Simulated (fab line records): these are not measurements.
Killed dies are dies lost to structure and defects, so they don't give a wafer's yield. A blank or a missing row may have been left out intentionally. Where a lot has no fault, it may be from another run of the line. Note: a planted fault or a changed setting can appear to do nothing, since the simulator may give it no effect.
Which of the tools did it? / flow nand harc / 12 lots with 33 wafers sampled at 6 steps, on a route of 1159 steps

WHAT EACH GAUGE READ, for each wafer
NHARC_A_M1_CD_MEAS_09: the cd target is 120 nm. Usual: 120.0 nm for cd nm, sd 0.55.
lot=L300; measured=day 18 02:14; on=cd sem-02; cd nm (nm)=118.9 119.4 118.6; flag=
lot=L299; measured=day 18 06:27; on=cd sem-02; cd nm (nm)=120.5 120.0 120.3; flag=
lot=L302; measured=day 19 17:22; on=cd sem-01; cd nm (nm)=119.6 120.9 120.1; flag=
lot=L307; measured=day 20 02:16; on=cd sem-03; cd nm (nm)=120.2 120.4 120.0; flag=
lot=L312; measured=day 21 00:02; on=cd sem-01; cd nm (nm)=119.4 119.5 118.5; flag=
lot=L311; measured=day 22 02:59; on=cd sem-01; cd nm (nm)=126.6 125.8; flag=OFF
lot=L315; measured=day 22 06:41; on=cd sem-02; cd nm (nm)=126.9 127.1 126.9 127.0; flag=OFF
lot=L317; measured=day 23 01:31; on=cd sem-01; cd nm (nm)=120.3 120.4 120.2; flag=
lot=L316; measured=day 23 01:49; on=cd sem-02; cd nm (nm)=119.7 120.0 120.8; flag=
lot=L318; measured=day 23 13:50; on=cd sem-03; cd nm (nm)=120.2 119.8 120.6; flag=
lot=L319; measured=day 23 21:16; on=cd sem-02; cd nm (nm)=119.8 119.2 120.1; flag=
lot=L320; measured=day 25 08:13; on=cd sem-02; cd nm (nm)=121.0 121.1 120.6; flag=

NHARC_A_M1_INSPECT_11. Usual: 30 for raw defect count, sd 15.
lot=L300; measured=day 18 02:21; on=defect inspect-01; raw defect count=20 15 17; flag=
lot=L299; measured=day 18 06:34; on=defect inspect-01; raw defect count=32 26 37; flag=
lot=L302; measured=day 19 17:29; on=defect inspect-02; raw defect count=30 35 26; flag=
lot=L307; measured=day 20 02:25; on=defect inspect-02; raw defect count=13 9 9; flag=
lot=L312; measured=day 21 00:10; on=defect inspect-02; raw defect count=45 34 21; flag=
lot=L311; measured=day 22 09:24; on=defect inspect-02; raw defect count=27; flag=
lot=L315; measured=day 22 11:16; on=defect inspect-02; raw defect count=61 65; flag=
lot=L317; measured=day 23 01:38; on=defect inspect-02; raw defect count=64 65 60; flag=
lot=L316; measured=day 23 01:56; on=defect inspect-02; raw defect count=24 29 29; flag=
lot=L318; measured=day 23 13:58; on=defect inspect-01; raw defect count=62 42 53; flag=
lot=L319; measured=day 23 21:23; on=defect inspect-02; raw defect count=18 25 24; flag=
lot=L320; measured=day 25 08:20; on=defect inspect-02; raw defect count=26 26 24; flag=

NHARC_END_SORT_01. Usual: defect limited yield 95.5 %, standard deviation 1.8; killed at array 27, standard deviation 11; killed at other 0.6, standard deviation 1; killed at periphery 3.0, standard deviation 2.1; killed dies 31, standard deviation 12; killed open 3.2, standard deviation 1.7; killed short 1.7, standard deviation 1.4; sort_bin_2_pct 1.4 %, standard deviation 0.68; sort_bin_3_pct 0.25 %, standard deviation 0.2; sort_bin_4_pct 2.9 %, standard deviation 1.2; sort n pass 646, standard deviation 12; sort rim yield pct 95.7 %, standard deviation 2.8; sort yield pct 95.5 %, standard deviation 1.8.
lot=L311; measured=day 23 17:58; on=prober-02; defect limited yield (%)=96.0; killed at array=22; killed at other=0; killed at periphery=5; killed dies=27; killed open=4; killed short=3; sort_bin_2_pct (%)=1.3; sort_bin_3_pct (%)=0.15; sort_bin_4_pct (%)=2.5; sort n pass=650; sort rim yield pct (%)=93.4; sort yield pct (%)=96.0; flag=
lot=L315; measured=day 24 08:15; on=prober-01; defect limited yield (%)=93.9 91.4; killed at array=39 57; killed at other=0 0; killed at periphery=2 1; killed dies=41 58; killed open=3 5; killed short=1 3; sort_bin_2_pct (%)=1.5 3.8; sort_bin_3_pct (%)=0.89 0.30; sort_bin_4_pct (%)=3.7 4.4; sort n pass=636 619; sort rim yield pct (%)=89.6 91.5; sort yield pct (%)=93.9 91.4; flag=
lot=L318; measured=day 25 01:40; on=prober-01; defect limited yield (%)=91.7 93.1 92.3; killed at array=54 42 46; killed at other=0 0 0; killed at periphery=2 5 6; killed dies=56 47 52; killed open=2 5 3; killed short=0 1 0; sort_bin_2_pct (%)=2.7 2.5 3.1; sort_bin_3_pct (%)=0.59 0.30 0.30; sort_bin_4_pct (%)=5.0 4.1 4.3; sort n pass=621 630 625; sort rim yield pct (%)=96.2 95.3 94.3; sort yield pct (%)=91.7 93.1 92.3; flag=

TOOL THAT RAN EACH LOT (tool first, then ch and the chambers of the sampled wafers, then the start)
lot=L300; NHARC_A_M0_ANNEAL_30=rtp anneal-02 ch 0, day 17 23:21; NHARC_A_M1_EXPOSE_06=arfi scanner-03 ch 0, day 18 02:05; NHARC_A_M1_DESCUM_14=rie diel-08 ch 2,3, day 18 02:25
lot=L299; NHARC_A_M0_ANNEAL_30=rtp anneal-02 ch 0, day 18 04:03; NHARC_A_M1_EXPOSE_06=arfi scanner-02 ch 0, day 18 06:18; NHARC_A_M1_DESCUM_14=rie diel-04 ch 0,2,3, day 18 06:38
lot=L302; NHARC_A_M0_ANNEAL_30=rtp anneal-02 ch 0, day 19 15:02; NHARC_A_M1_EXPOSE_06=arfi scanner-01 ch 0, day 19 17:13; NHARC_A_M1_DESCUM_14=rie diel-08 ch 0,1,3, day 19 17:33
lot=L307; NHARC_A_M0_ANNEAL_30=rtp anneal-01 ch 0, day 20 00:08; NHARC_A_M1_EXPOSE_06=arfi scanner-01 ch 0, day 20 02:08; NHARC_A_M1_DESCUM_14=rie diel-10 ch 1,3, day 20 02:28
lot=L312; NHARC_A_M0_ANNEAL_30=rtp anneal-01 ch 0, day 20 21:40; NHARC_A_M1_EXPOSE_06=arfi scanner-01 ch 0, day 20 23:54; NHARC_A_M1_DESCUM_14=rie diel-10 ch 0,2,3, day 21 00:14
lot=L311; NHARC_A_M0_ANNEAL_30=rtp anneal-02 ch 0, day 22 00:46; NHARC_A_M1_EXPOSE_06=arfi scanner-01 ch 0, day 22 02:50; NHARC_A_M1_DESCUM_14=rie diel-08 ch 0, day 22 09:28
lot=L315; NHARC_A_M0_ANNEAL_30=rtp anneal-01 ch 0, day 22 04:28; NHARC_A_M1_EXPOSE_06=arfi scanner-01 ch 0, day 22 06:32; NHARC_A_M1_DESCUM_14=rie diel-10 ch 1,2, day 22 11:32
lot=L317; NHARC_A_M0_ANNEAL_30=rtp anneal-01 ch 0, day 22 23:19; NHARC_A_M1_EXPOSE_06=arfi scanner-02 ch 0, day 23 01:22; NHARC_A_M1_DESCUM_14=rie diel-04 ch 0,2,3, day 23 01:42
lot=L316; NHARC_A_M0_ANNEAL_30=rtp anneal-02 ch 0, day 22 23:35; NHARC_A_M1_EXPOSE_06=arfi scanner-03 ch 0, day 23 01:40; NHARC_A_M1_DESCUM_14=rie diel-10 ch 2,3, day 23 02:00
lot=L318; NHARC_A_M0_ANNEAL_30=rtp anneal-02 ch 0, day 23 11:49; NHARC_A_M1_EXPOSE_06=arfi scanner-03 ch 0, day 23 13:43; NHARC_A_M1_DESCUM_14=rie diel-04 ch 0,1,2, day 23 14:02
lot=L319; NHARC_A_M0_ANNEAL_30=rtp anneal-02 ch 0, day 23 19:04; NHARC_A_M1_EXPOSE_06=arfi scanner-02 ch 0, day 23 21:07; NHARC_A_M1_DESCUM_14=rie diel-08 ch 0,2, day 23 21:28
lot=L320; NHARC_A_M0_ANNEAL_30=rtp anneal-01 ch 0, day 25 06:05; NHARC_A_M1_EXPOSE_06=arfi scanner-02 ch 0, day 25 08:05; NHARC_A_M1_DESCUM_14=rie diel-04 ch 0,1,3, day 25 08:25
- NHARC_A_M0_ANNEAL_30: time 90 s.
- NHARC_A_M1_EXPOSE_06: exposes mask A M1, target cd 120 nm.
- NHARC_A_M1_DESCUM_14: chemistry O2, time 3 s.

AS READ BY THE TOOLS THEMSELVES (means over the sampled wafers that have a number; for cases with no such wafer, the mark the record gives instead)
NHARC_A_M0_ANNEAL_30. Usual: 226.39 for wafer_temp_C_max, sd 0.29.
lot=L300; tool=rtp anneal-02; wafer_temp_C_max=226.79; flag=
lot=L299; tool=rtp anneal-02; wafer_temp_C_max=226.53; flag=
lot=L302; tool=rtp anneal-02; wafer_temp_C_max=226.40; flag=
lot=L307; tool=rtp anneal-01; wafer_temp_C_max=226.30; flag=
lot=L312; tool=rtp anneal-01; wafer_temp_C_max=226.35; flag=
lot=L311; tool=rtp anneal-02; wafer_temp_C_max=226.31; flag=
lot=L315; tool=rtp anneal-01; wafer_temp_C_max=226.28; flag=
lot=L317; tool=rtp anneal-01; wafer_temp_C_max=226.37; flag=
lot=L316; tool=rtp anneal-02; wafer_temp_C_max=226.49; flag=
lot=L318; tool=rtp anneal-02; wafer_temp_C_max=226.43; flag=
lot=L319; tool=rtp anneal-02; wafer_temp_C_max=226.10; flag=
lot=L320; tool=rtp anneal-01; wafer_temp_C_max=226.69; flag=

NHARC_A_M1_DESCUM_14. Usual: drypump motor current A 5.8 A, standard deviation 0.44; oes product au 1.000 a.u., standard deviation 0.0098; rf vpp V 57.7 V, standard deviation 0.98; showerhead plenum p Torr 1.90 Torr, standard deviation 0.097; throttle valve pct 11.312 %, standard deviation 0.0091.
lot=L300; tool=rie diel-08; drypump motor current A (A)=5.4; oes product au (a.u.)=1.009; rf vpp V (V)=58.0; showerhead plenum p Torr (Torr)=1.91; throttle valve pct (%)=11.305; flag=
lot=L299; tool=rie diel-04; drypump motor current A (A)=5.6; oes product au (a.u.)=0.992; rf vpp V (V)=57.0; showerhead plenum p Torr (Torr)=1.87; throttle valve pct (%)=11.329; flag=
lot=L302; tool=rie diel-08; drypump motor current A (A)=5.7; oes product au (a.u.)=1.004; rf vpp V (V)=57.6; showerhead plenum p Torr (Torr)=1.96; throttle valve pct (%)=11.317; flag=
lot=L307; tool=rie diel-10; drypump motor current A (A)=5.8; oes product au (a.u.)=1.004; rf vpp V (V)=57.9; showerhead plenum p Torr (Torr)=1.93; throttle valve pct (%)=11.310; flag=
lot=L312; tool=rie diel-10; drypump motor current A (A)=5.9; oes product au (a.u.)=1.001; rf vpp V (V)=57.5; showerhead plenum p Torr (Torr)=1.93; throttle valve pct (%)=11.304; flag=
lot=L311; tool=rie diel-08; drypump motor current A (A)=5.8; oes product au (a.u.)=1.006; rf vpp V (V)=59.0; showerhead plenum p Torr (Torr)=2.03; throttle valve pct (%)=11.318; flag=
lot=L315; tool=rie diel-10; drypump motor current A (A)=5.5; oes product au (a.u.)=0.997; rf vpp V (V)=57.5; showerhead plenum p Torr (Torr)=2.00; throttle valve pct (%)=11.309; flag=
lot=L317; tool=rie diel-04; drypump motor current A (A)=5.6; oes product au (a.u.)=0.999; rf vpp V (V)=57.5; showerhead plenum p Torr (Torr)=1.86; throttle valve pct (%)=11.325; flag=
lot=L316; tool=rie diel-10; drypump motor current A (A)=5.9; oes product au (a.u.)=1.000; rf vpp V (V)=57.1; showerhead plenum p Torr (Torr)=1.85; throttle valve pct (%)=11.313; flag=
lot=L318; tool=rie diel-04; drypump motor current A (A)=6.1; oes product au (a.u.)=0.991; rf vpp V (V)=56.9; showerhead plenum p Torr (Torr)=1.82; throttle valve pct (%)=11.306; flag=
lot=L319; tool=rie diel-08; drypump motor current A (A)=5.4; oes product au (a.u.)=0.991; rf vpp V (V)=56.7; showerhead plenum p Torr (Torr)=1.99; throttle valve pct (%)=11.313; flag=
lot=L320; tool=rie diel-04; drypump motor current A (A)=5.9; oes product au (a.u.)=0.986; rf vpp V (V)=57.8; showerhead plenum p Torr (Torr)=1.85; throttle valve pct (%)=11.316; flag=

THE ANSWER, worked out from the rows above alone
Rule: a lot is off if the mean of its wafers that have a number lies more than 3 standard deviations from the usual mean. A lot without any number at a reading at which 4 lots or more have one is off too. Any other lot the step has rows for is counted as sound. First the gauges in route order, then the tools' own readings, where a lot's mean is used as printed above. The first step at which some lot is off is used, and at that step the reading that is off furthest; a lot without a number counts as furthest.
Off: L311, L315 (NHARC_A_M1_CD_MEAS_09, cd nm).
If a tool, at a process step before that reading, ran all the lots that are off and no sound lot after the first of them, it fits. Gauges at NHARC_A_M1_CD_MEAS_09: tried the same way as those tools. One fits: NHARC_A_M1_EXPOSE_06 on arfi scanner-01. Its last sound lot is L312 (day 20 23:54), its first lot that is off L311 (day 22 02:50): a fault that began between those two fits.

WHAT THE SIMULATOR HAD INSERTED
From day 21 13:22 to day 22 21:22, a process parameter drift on arfi scanner-01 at NHARC_A_M1_EXPOSE_06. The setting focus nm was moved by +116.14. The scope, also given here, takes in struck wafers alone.
Struck lots among those shown: L311, L315. This agrees with what the rule above found.
